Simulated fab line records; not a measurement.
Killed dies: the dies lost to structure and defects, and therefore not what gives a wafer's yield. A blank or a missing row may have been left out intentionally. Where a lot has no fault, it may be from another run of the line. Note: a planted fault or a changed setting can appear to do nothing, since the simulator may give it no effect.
Chamber matching :: flow n5 finfet :: rie diel-04 running N5_BEOL_M14_STRIP_37: 4 sister chambers
The step strips in O2. 8 wafers are shown with their chamber, then 11 later ones without.

WAFERS, EACH WITH ITS CHAMBER
wafer: L085.3
chamber: 0
showerhead plenum p Torr (Torr): 2.24
drypump motor current A (A): 5.5

wafer: L089.1
chamber: 2
showerhead plenum p Torr (Torr): 2.11
drypump motor current A (A): 4.7

wafer: L089.2
chamber: 1
showerhead plenum p Torr (Torr): 2.12
drypump motor current A (A): 5.7

wafer: L089.6
chamber: 2
showerhead plenum p Torr (Torr): 2.11
drypump motor current A (A): 4.7

wafer: L090.1
chamber: 1
showerhead plenum p Torr (Torr): 2.12
drypump motor current A (A): 5.8

wafer: L090.2
chamber: 3
showerhead plenum p Torr (Torr): 2.15
drypump motor current A (A): 5.6

wafer: L090.4
chamber: 3
showerhead plenum p Torr (Torr): 2.15
drypump motor current A (A): 5.7

wafer: L091.4
chamber: 0
showerhead plenum p Torr (Torr): 2.23
drypump motor current A (A): 5.6

WAFERS MISSING THEIR CHAMBER
wafer: L091.5
showerhead plenum p Torr (Torr): 2.12
drypump motor current A (A): 5.8

wafer: L091.6
showerhead plenum p Torr (Torr): 2.15
drypump motor current A (A): 5.7

wafer: L093.1
showerhead plenum p Torr (Torr): 2.15
drypump motor current A (A): 5.6

wafer: L093.2
showerhead plenum p Torr (Torr): 2.11
drypump motor current A (A): 5.7

wafer: L093.5
showerhead plenum p Torr (Torr): 2.14
drypump motor current A (A): 5.6

wafer: L095.4
showerhead plenum p Torr (Torr): 2.11
drypump motor current A (A): 5.8

wafer: L095.5
showerhead plenum p Torr (Torr): 2.10
drypump motor current A (A): 4.7

wafer: L095.6
showerhead plenum p Torr (Torr): 2.11
drypump motor current A (A): 5.8

wafer: L096.3
showerhead plenum p Torr (Torr): 2.14
drypump motor current A (A): 5.6

wafer: L096.5
showerhead plenum p Torr (Torr): 2.11
drypump motor current A (A): 5.8

wafer: L096.6
showerhead plenum p Torr (Torr): 2.23
drypump motor current A (A): 5.6

WHICH CHAMBER EACH WENT THROUGH
wafer: L091.5
from the rows above: 1
in truth: 1

wafer: L091.6
from the rows above: 3
in truth: 3

wafer: L093.1
from the rows above: 3
in truth: 3

wafer: L093.2
from the rows above: 1
in truth: 1

wafer: L093.5
from the rows above: 3
in truth: 3

wafer: L095.4
from the rows above: 1
in truth: 1

wafer: L095.5
from the rows above: 2
in truth: 2

wafer: L095.6
from the rows above: 1
in truth: 1

wafer: L096.3
from the rows above: 3
in truth: 3

wafer: L096.5
from the rows above: 1
in truth: 1

wafer: L096.6
from the rows above: 0
in truth: 0
11 of 11 placed correctly. Can't be placed from these rows: 0. Number placed wrongly: 0.
How it was worked out, from the rows above alone: a wafer's distance from a chamber is the root of the sum, over the readings, of the square of ((its reading less the chamber's mean) divided by the reading's scatter). The wafer belongs to the nearest chamber; if the next one is less than 2 further off, it can't be placed. Each chamber's mean is taken over the wafers shown for it. The scatter is the square root of a quotient: the sum, over the shown wafers, of each reading's squared deviation from its chamber's mean, divided by wafers minus chambers.
